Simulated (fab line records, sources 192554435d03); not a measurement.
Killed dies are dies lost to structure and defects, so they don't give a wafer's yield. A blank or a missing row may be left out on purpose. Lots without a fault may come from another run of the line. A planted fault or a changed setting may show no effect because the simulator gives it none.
fab line records | flow n5_finfet | part 1 of 2: steps 1 to 3 of 6
record lots=22 wafers=66 last_day=17
route steps=1938 shown BEOL_M0_SAQP@700 BEOL_M0@715
lots that met no fault: from a run of the same line without faults
start_h: hours from the record's first day to the start of the lot's first wafer shown | wait_h: hours since the lot's step before | " the same as in the row above | L1.1+2: a row that stands for several wafers | - no value, or no start given | * or withheld: withheld | < > ~ a bound
route shown NAME@n: a module of which the file shows steps, and the number in the route of the first | usual: mean/standard deviation of fault-free wafers | same: alike in all rows | chamber/n: place in a boat | sites: the reading at each site | _std_site: their standard deviation | _edge_site: outer sites' mean less inner sites' | radius_mm: how far each site lies from the wafer's centre | mask NAME#n: copy n | behind: the tool/chamber that last shaped the wafer | hold: why the lot was held/for how many hours/how that ended | device: the transistor (n, p or np) that didn't switch | end of line: the same wafers' tests at the end of the route | a step without rows: its recipe alone | killed: dies lost to structure and defects at the first sort, not the wafer's yield | map: a wafer's dies, x killed, . not, _ none there
set.NAME: the setting as run; set.NAME@STEP: as run at that earlier step | model.NAME: the simulator's own value behind a step, which no gauge read
steps of the route over a sample of lots; a table a step, a row a wafer
services: from which hour (start_h, from the record's first day; less than 0 if before it) a tool's chamber was out of use, for how many hours, and why
## steps
# step N5_BEOL_M0_SAQP_STRIP_75
# recipe chemistry=CF4 resist=SiARC power_w=300 bias_power_w=75 pressure_mtorr=50 cf4_flow_sccm=150 rf_frequency_hz=6e+07
# usual drypump_motor_current_A=5.8/0.48 oes_product_au=0.182/0.015 rf_vpp_V=271.1/1.2 showerhead_plenum_p_Torr=1.79/0.044 throttle_valve_pct=13.51/0.24
# columns lot.wafer tool chamber start_h wait_h drypump_motor_current_A oes_product_au rf_hours_counter_h rf_vpp_V showerhead_plenum_p_Torr throttle_valve_pct
L074.2 rie_diel-02 3 115.10 0.1 5.4 0.175 146 271.4 1.77 13.65
L074.3 " 0 " " 5.4 0.220 29 270.4 1.74 12.90
L074.4 " 1 " " 5.7 0.194 72 269.1 1.73 13.32
L075.1 rie_diel-02 2 119.07 0.1 6.4 0.172 145 269.5 1.79 13.72
L075.5 " 0 " " 5.4 0.210 - 270.9 1.74 12.92
L075.6 " 3 " " 5.4 0.168 - 270.5 1.77 13.66
L076.3 rie_diel-03 2 122.74 0.1 5.7 0.164 214 273.5 1.86 13.76
L076.4 " 3 " " 6.6 0.188 - 271.7 1.84 13.42
L076.6 " 2 " " 5.7 0.160 - 273.4 1.86 13.75
L077.3 rie_diel-02 3 132.22 0.1 5.4 0.174 148 270.7 1.77 13.66
L077.4 " 2 " " 6.4 0.161 149 270.8 1.79 13.74
L077.6 " 3 " " 5.4 0.174 - 272.1 1.77 13.67
L078.1 rie_diel-03 3 138.96 0.1 6.7 0.198 75 271.0 1.84 13.42
L078.5 " 3 " " 6.7 0.194 - 271.8 1.84 13.42
L078.6 " 0 " " 5.3 0.196 - 268.9 1.74 13.37
L079.2 rie_diel-02 3 147.08 0.1 5.4 0.171 152 270.9 1.77 13.67
L079.4 " 2 " " 6.4 0.173 153 272.1 1.79 13.76
L079.6 " 3 " " 5.4 0.180 - 270.4 1.77 13.68
L081.1 rie_diel-05 2 154.81 0.1 5.9 0.186 90 270.7 1.82 13.40
L081.2 " 0 " " 5.8 0.170 217 271.0 1.78 13.70
L081.5 " 1 " " 5.6 0.174 - 273.0 1.86 13.44
L080.4 rie_diel-02 2 157.18 0.1 6.4 0.177 156 271.1 1.79 13.76
L080.5 " 1 " " 5.7 0.183 - 270.4 1.73 13.35
L080.6 " 0 " " 5.4 0.208 - 270.4 1.73 12.93
L082.1 rie_diel-03 1 165.11 0.1 4.8 0.211 12 272.3 1.84 13.35
L082.3 " 2 " " 5.7 0.162 228 273.9 1.85 13.78
L082.5 " 0 " " 5.3 0.191 - 269.0 1.74 13.40
L083.1 rie_diel-05 1 167.27 0.1 5.7 0.168 156 273.4 1.86 13.45
L083.3 " 2 " " 5.9 0.196 93 271.1 1.82 13.40
L083.5 " 0 " " 5.9 0.163 - 269.6 1.78 13.72
L084.3 rie_diel-05 2 173.88 0.1 5.9 0.191 96 271.1 1.82 13.42
L084.4 " 0 " " 5.9 0.169 221 271.5 1.78 13.72
L084.5 " 0 " " 5.8 0.158 - 271.8 1.78 13.71
L085.1 rie_diel-05 0 181.56 0.1 5.8 0.171 223 271.6 1.78 13.71
L085.4 " 2 " " 5.9 0.187 98 270.4 1.82 13.41
L085.5 " 1 " " 5.7 0.168 - 273.6 1.86 13.47
L086.2 rie_diel-03 3 190.69 0.1 6.7 0.190 91 272.9 1.83 13.46
L086.5 " 3 " " 6.6 0.188 - 272.2 1.83 13.46
L086.6 " 1 " " 4.7 0.211 - 272.0 1.83 13.37
L087.1 rie_diel-05 3 195.13 0.1 6.4 0.189 89 268.8 1.76 13.72
L087.4 " 2 " " 5.9 0.187 104 270.4 1.82 13.43
L087.5 " 3 " " 6.4 0.186 - 271.4 1.76 13.73
L088.2 rie_diel-05 1 196.31 0.1 5.7 0.169 166 273.5 1.86 13.49
L088.4 " 2 " " 5.9 0.193 104 272.0 1.82 13.43
L088.6 " 3 " " 6.4 0.186 - 271.1 1.76 13.75
L089.2 rie_diel-05 3 201.37 0.1 6.4 0.186 91 269.7 1.76 13.74
L089.4 " 2 " " 5.8 0.185 106 271.9 1.82 13.42
L089.6 " 2 " " 5.9 0.188 - 270.5 1.82 13.44
L090.3 rie_diel-05 1 204.32 0.1 5.6 0.168 168 271.8 1.86 13.49
L090.5 " 2 " " 5.9 0.191 - 270.8 1.82 13.44
L090.6 " 1 " " 5.7 0.168 - 273.2 1.86 13.48
L092.3 rie_diel-02 3 217.53 0.1 5.4 0.174 173 269.7 1.76 13.71
L092.4 " 2 " " 6.4 0.166 174 270.9 1.79 13.79
L092.5 " 1 " " 5.7 0.193 - 270.1 1.73 13.40
L093.2 rie_diel-02 2 224.90 0.1 6.4 0.168 177 271.6 1.79 13.81
L093.4 " 0 " " 5.4 0.206 61 270.6 1.73 12.98
L093.5 " 3 " " 5.4 0.166 - 271.9 1.76 13.72
L094.1 rie_diel-03 3 229.24 0.1 6.6 0.182 103 271.0 1.83 13.49
L094.2 " 0 " " 5.3 0.199 93 269.5 1.74 13.43
L094.4 " 2 " " 5.7 0.159 239 272.9 1.85 13.81
L095.1 rie_diel-02 3 233.19 0.1 5.4 0.169 177 271.7 1.76 13.74
L095.4 " 2 " " 6.4 0.156 178 271.5 1.79 13.81
L095.5 " 1 " " 5.7 0.176 - 270.3 1.73 13.40
L097.1 rie_diel-05 3 255.46 0.1 6.4 0.180 106 269.6 1.75 13.77
L097.2 " 1 " " 5.6 0.171 187 272.2 1.85 13.54
L097.6 " 0 " " 5.8 0.157 - 270.5 1.77 13.76
# step N5_BEOL_M0_ETCH_138
# recipe chemistry=CH3F/O2 target_depth_a=120 target=SiCN time_s=31.6 ion_energy_ev=120 pressure_mtorr=30 source_w=395 bias_w=75 Ar_flow_sccm=150 CH3F_flow_sccm=30 O2_flow_sccm=20 ends=cleared
# usual drypump_motor_current_A=5.7/0.31 etch_rf_on_time_s=29.2/1 mfc_ar_sccm=150.0/0.41 oes_product_au=0.67/0.067 rf_vpp_V=297.4/1.3 showerhead_plenum_p_Torr=2.01/0.047 throttle_valve_pct=16.30/0.3
# columns lot.wafer tool chamber start_h wait_h drypump_motor_current_A etch_rf_on_time_s mfc_ar_sccm oes_product_au rf_hours_counter_h rf_vpp_V showerhead_plenum_p_Torr throttle_valve_pct
L074.2 rie_diel-01 3 115.79 0.0 5.5 27.6 150.0 0.75 40 297.9 2.02 16.26
L074.3 " 2 " " 5.9 30.3 149.9 0.59 220 296.0 1.92 16.91
L074.4 " 0 " " 5.1 28.9 150.2 0.78 12 297.8 2.04 16.04
L075.1 rie_diel-06 1 119.75 0.0 5.9 26.6 150.8 0.59 230 298.1 2.07 16.64
L075.5 " 2 " " 5.7 26.6 149.0 0.74 - 297.6 2.04 16.47
L075.6 " 1 " " 5.9 28.4 150.5 0.59 - 298.0 2.08 16.65
L076.3 rie_diel-01 2 123.30 0.0 5.8 30.5 149.5 0.58 222 294.9 1.92 16.93
L076.4 " 3 " " 5.5 27.9 150.9 0.75 44 296.5 2.02 16.23
L076.6 " 0 " " 5.1 29.4 149.8 0.78 - 298.6 2.04 16.04
L077.3 rie_diel-04 2 133.11 0.0 5.5 27.9 149.4 0.62 179 299.6 2.07 16.11
L077.4 " 0 " " 6.2 29.6 150.4 0.76 27 297.8 2.03 15.92
L077.6 " 3 " " 6.1 30.1 149.6 0.69 - 297.1 1.96 16.22
L078.1 rie_diel-06 0 139.71 0.0 5.6 30.2 150.1 0.73 38 296.7 1.95 15.83
L078.5 " 0 " " 5.6 30.3 149.9 0.72 - 296.0 1.95 15.84
L078.6 " 1 " " 5.9 28.8 149.8 0.58 - 298.7 2.07 16.67
L079.2 rie_diel-06 1 147.65 0.0 6.0 28.5 150.1 0.59 238 297.3 2.07 16.67
L079.4 " 0 " " 5.6 29.6 149.3 0.74 40 296.7 1.95 15.84
L079.6 " 1 " " 5.9 29.0 149.4 0.59 - 298.8 2.07 16.66
L081.1 rie_diel-01 1 155.84 0.0 5.6 29.6 149.5 0.63 188 298.1 2.05 16.53
L081.2 " 3 " " 5.5 28.4 149.8 0.73 55 298.8 2.01 16.26
L081.5 " 3 " " 5.5 28.6 150.0 0.73 - 298.2 2.01 16.27
L080.4 rie_diel-01 0 157.95 0.0 5.1 29.1 150.2 0.76 27 299.0 2.03 16.08
L080.5 " 1 " " 5.6 29.9 150.4 0.62 - 298.3 2.05 16.53
L080.6 " 2 " " 5.9 28.3 149.9 0.57 - 294.1 1.92 16.92
L082.1 rie_diel-04 0 165.80 0.0 6.2 29.3 150.1 0.76 39 297.8 2.03 15.93
L082.3 " 2 " " 5.5 29.6 150.0 0.61 191 298.2 2.07 16.13
L082.5 " 1 " " 5.4 29.9 150.3 0.59 - 296.3 1.99 16.28
L083.1 rie_diel-01 2 167.91 0.0 5.9 30.0 150.0 0.58 239 294.1 1.92 16.95
L083.3 " 1 " " 5.6 30.4 149.8 0.63 192 298.4 2.05 16.54
L083.5 " 3 " " 5.5 29.9 149.8 0.72 - 297.7 2.01 16.28
L084.3 rie_diel-01 2 174.56 0.0 5.8 30.1 150.0 0.58 241 295.6 1.91 16.95
L084.4 " 3 " " 5.5 27.3 149.6 0.73 - 298.4 2.01 16.29
L084.5 " 0 " " 5.1 28.4 149.6 0.75 - 298.6 2.03 16.08
L085.1 rie_diel-01 3 182.34 0.0 5.5 28.3 149.0 0.73 65 299.6 2.01 16.31
L085.4 " 1 " " 5.6 29.1 150.1 0.63 195 297.8 2.05 16.55
L085.5 " 1 " " 5.5 29.7 149.6 0.63 - 298.7 2.05 16.55
L086.2 rie_diel-06 2 191.45 0.0 5.7 27.5 150.4 0.70 90 298.0 2.03 16.51
L086.5 " 0 " " 5.6 29.6 149.8 0.71 - 296.1 1.95 15.86
L086.6 " 3 " " 6.0 29.9 150.1 0.69 - 297.9 2.02 16.15
L087.1 rie_diel-04 0 195.81 0.0 6.2 28.2 150.0 0.75 49 297.9 2.03 15.96
L087.4 " 1 " " 5.4 30.6 149.9 0.59 220 297.0 1.98 16.31
L087.5 " 1 " " 5.4 30.7 150.5 0.58 - 297.1 1.98 16.31
L088.2 rie_diel-01 2 196.87 0.0 5.8 31.2 150.7 0.56 249 294.6 1.91 16.96
L088.4 " 1 " " 5.6 30.7 150.2 0.62 - 298.0 2.05 16.54
L088.6 " 3 " " 5.5 30.0 150.2 0.71 - 298.0 2.01 16.33
L089.2 rie_diel-04 1 202.05 0.0 5.4 28.9 149.3 0.59 222 297.4 1.98 16.31
L089.4 " 2 " " 5.5 28.7 149.9 0.61 203 299.7 2.06 16.16
L089.6 " 1 " " 5.4 29.8 149.9 0.58 - 295.5 1.98 16.32
L090.3 rie_diel-06 2 205.00 0.0 5.6 28.5 150.5 0.71 95 298.8 2.03 16.52
L090.5 " 2 " " 5.7 28.6 150.3 0.71 - 297.5 2.03 16.52
L090.6 " 0 " " 5.6 30.1 149.2 0.71 - 295.0 1.94 15.88
L092.3 rie_diel-06 2 218.64 0.0 5.7 28.2 150.0 0.70 103 298.6 2.03 16.55
L092.4 " 2 " " 5.7 28.2 149.8 0.71 - 298.7 2.03 16.52
L092.5 " 3 " " 6.1 29.9 150.5 0.69 - 298.4 2.01 16.18
L093.2 rie_diel-04 3 225.59 0.0 6.1 30.6 149.4 0.66 95 296.6 1.95 16.27
L093.4 " 0 " " 6.2 28.8 149.6 0.72 59 297.2 2.02 15.99
L093.5 " 1 " " 5.4 30.3 149.6 0.58 - 297.4 1.98 16.32
L094.1 rie_diel-04 2 229.80 0.0 5.5 28.7 150.1 0.60 212 298.9 2.06 16.16
L094.2 " 3 " " 6.1 29.9 149.9 0.66 97 296.6 1.95 16.29
L094.4 " 0 " " 6.2 28.8 149.8 0.73 61 297.9 2.02 15.96
L095.1 rie_diel-04 1 233.87 0.0 5.4 30.1 150.5 0.58 229 297.1 1.98 16.32
L095.4 " 0 " " 6.3 28.7 150.2 0.72 62 298.3 2.02 15.98
L095.5 " 3 " " 6.2 30.1 149.9 0.66 - 295.8 1.95 16.28
L097.1 rie_diel-06 1 256.02 0.0 5.9 27.3 150.2 0.83 8 299.0 2.06 16.21
L097.2 " 2 " " 5.6 27.8 149.1 0.69 115 297.9 2.02 16.57
L097.6 " 1 " " 5.9 28.1 150.6 0.83 - 297.7 2.06 16.23
# step N5_BEOL_M0_HM_OPEN_105
# recipe chemistry=Cl2/BCl3 target_depth_a=120 target=TiN ion_energy_ev=150 pressure_mtorr=10 icp_w=1000 bias_w=126 Cl2_flow_sccm=53.25 bcl3_flow_sccm=21.75 Ar_flow_sccm=25
# usual drypump_motor_current_A=5.6/0.32 mfc_ar_sccm=25.00/0.065 oes_product_au=0.85/0.1 throttle_valve_pct=22.08/0.19
# columns lot.wafer tool chamber start_h wait_h drypump_motor_current_A mfc_ar_sccm oes_product_au rf_hours_counter_h throttle_valve_pct
L074.2 rie_metal-03 1 116.16 0.3 5.5 25.03 0.94 6 22.27
L074.3 " 1 " " 5.5 25.03 0.93 - 22.27
L074.4 " 0 " " 5.2 24.98 0.58 - 22.33
L075.1 rie_metal-03 1 123.00 3.2 5.5 24.99 0.94 6 22.25
L075.5 " 1 " " 5.5 25.07 0.94 - 22.26
L075.6 " 0 " " 5.2 24.99 0.59 - 22.30
L076.3 rie_metal-01 1 123.52 0.2 5.6 25.15 0.97 - 22.16
L076.4 " 0 " " 6.3 24.89 0.90 - 21.84
L076.6 " 0 " " 6.3 24.98 0.89 - 21.86
L077.3 rie_metal-02 1 136.07 2.9 5.6 25.05 0.81 - 21.85
L077.4 " 0 " " 5.4 25.05 0.92 - 21.98
L077.6 " 0 " " 5.4 25.03 0.91 - 21.98
L078.1 rie_metal-02 1 139.81 0.1 5.6 25.04 0.81 38 21.85
L078.5 " 1 " " 5.6 24.95 0.81 - 21.87
L078.6 " 0 " " 5.4 24.92 0.91 - 22.00
L079.2 rie_metal-02 1 148.00 0.3 5.6 25.07 0.80 39 21.86
L079.4 " 1 " " 5.6 24.99 0.80 - 21.86
L079.6 " 1 " " 5.6 24.89 0.80 - 21.86
L081.1 rie_metal-01 1 157.77 1.9 5.6 24.98 0.93 6 22.17
L081.2 " 0 " " 6.3 24.91 0.87 10 21.85
L081.5 " 1 " " 5.6 24.95 0.93 - 22.16
L080.4 rie_metal-03 1 159.50 1.5 5.6 25.06 0.91 - 22.29
L080.5 " 1 " " 5.5 24.97 0.91 - 22.29
L080.6 " 0 " " 5.2 25.12 0.58 - 22.32
L082.1 rie_metal-03 0 167.28 1.4 5.2 25.03 0.58 135 22.34
L082.3 " 0 " " 5.2 24.99 0.58 - 22.35
L082.5 " 0 " " 5.2 24.98 0.58 - 22.33
L083.1 rie_metal-03 1 168.97 1.0 5.6 24.99 0.90 11 22.29
L083.3 " 1 " " 5.6 25.02 0.89 - 22.34
L083.5 " 0 " " 5.2 25.05 0.58 - 22.36
L084.3 rie_metal-02 1 177.82 3.2 5.6 24.98 0.81 - 21.85
L084.4 " 0 " " 5.4 24.88 0.89 - 22.00
L084.5 " 0 " " 5.4 25.00 0.90 - 21.99
L085.1 rie_metal-03 1 182.44 0.1 5.5 24.86 0.89 12 22.29
L085.4 " 1 " " 5.5 24.94 0.90 - 22.30
L085.5 " 1 " " 5.5 24.92 0.89 - 22.32
L086.2 rie_metal-03 1 193.93 2.4 5.5 24.91 0.89 14 22.31
L086.5 " 0 " " 5.2 25.03 0.98 - 21.94
L086.6 " 1 " " 5.5 25.04 0.88 - 22.31
L088.2 rie_metal-02 0 197.08 0.2 5.4 24.94 0.87 10 21.99
L088.4 " 0 " " 5.4 24.95 0.88 - 21.99
L088.6 " 0 " " 5.4 25.01 0.88 - 22.01
L087.1 rie_metal-03 1 197.11 1.3 5.5 25.12 0.87 14 22.28
L087.4 " 1 " " 5.5 25.12 0.88 - 22.33
L087.5 " 0 " " 5.2 24.98 0.96 - 21.95
L089.2 rie_metal-01 1 206.39 4.3 5.5 25.07 0.90 11 22.20
L089.4 " 0 " " 6.3 24.98 0.85 - 21.88
L089.6 " 0 " " 6.2 24.89 0.84 - 21.87
L090.3 rie_metal-02 1 206.52 1.5 5.6 25.03 0.81 - 21.87
L090.5 " 1 " " 5.6 25.02 0.80 - 21.86
L090.6 " 0 " " 5.4 25.12 0.87 - 22.01
L092.3 rie_metal-03 0 218.79 0.1 5.2 24.96 0.94 - 21.92
L092.4 " 1 " " 5.5 24.92 0.88 - 22.31
L092.5 " 1 " " 5.5 24.97 0.88 - 22.31
L093.2 rie_metal-01 0 227.32 1.7 6.3 25.06 0.85 17 21.89
L093.4 " 0 " " 6.2 25.01 0.84 - 21.87
L093.5 " 1 " " 5.6 24.97 0.89 - 22.19
L094.1 rie_metal-01 0 231.06 1.2 6.2 25.06 0.84 17 21.87
L094.2 " 1 " " 5.6 24.99 0.89 12 22.19
L094.4 " 0 " " 6.3 25.09 0.84 - 21.88
L095.1 rie_metal-02 1 234.26 0.3 5.6 25.07 0.79 45 21.85
L095.4 " 0 " " 5.4 25.14 0.86 - 22.01
L095.5 " 1 " " 5.6 25.07 0.79 - 21.88
L097.1 rie_metal-03 0 257.17 1.1 5.2 25.10 0.90 5 21.96
L097.2 " 1 " " 5.5 25.03 0.86 19 22.29
L097.6 " 0 " " 5.2 25.12 0.90 - 21.95
